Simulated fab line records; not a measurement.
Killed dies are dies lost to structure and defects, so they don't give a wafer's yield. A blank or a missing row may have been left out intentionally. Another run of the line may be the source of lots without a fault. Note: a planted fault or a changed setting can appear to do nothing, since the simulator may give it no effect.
Chamber matching | flow n5-finfet | 4 sister chambers for N5_FIN_CUT_CUT_ETCH_15 on rie-si-02
The step etches Si in HBr/Cl2/O2, target depth 100 nm, bt time 10 s, time 42.4 s. 4 wafers are shown with their chamber, then 9 later ones without.

== WAFERS WITH THEIR CHAMBER ==
wafer  | chamber | throttle-valve-pct (%)
L082.6 | 2       | 37.23
L086.3 | 0       | 36.79
L086.4 | 3       | 37.35
L086.6 | 1       | 37.44

== WAFERS WITHOUT THEIR CHAMBER ==
wafer  | throttle-valve-pct (%)
L087.1 | 37.24
L087.2 | 37.34
L087.5 | 37.44
L091.1 | 37.44
L091.4 | 37.33
L091.5 | 37.45
L096.1 | 37.44
L096.4 | 37.34
L096.5 | 37.24

== WHICH CHAMBER EACH ONE RAN IN ==
wafer  | from the rows above | in truth
L087.1 | 2                   | 2
L087.2 | 3                   | 3
L087.5 | 1                   | 1
L091.1 | 1                   | 1
L091.4 | 3                   | 3
L091.5 | 1                   | 1
L096.1 | 1                   | 1
L096.4 | 3                   | 3
L096.5 | 2                   | 2
Placed correctly: 9 of 9. Number that these rows cannot place: 0. Placed wrongly: 0.
How it was worked out, from the rows above alone: a wafer's distance from a chamber is the root of the sum, over the readings, of the square of ((its reading less the chamber's mean) divided by the reading's scatter). The wafer belongs to the nearest chamber; if the next one is less than 2 further off, it can't be placed. A chamber's mean is the mean of its shown wafers. The scatter: root of mean squared gap, hidden wafer to nearest shown wafer, with one shown wafer a chamber.
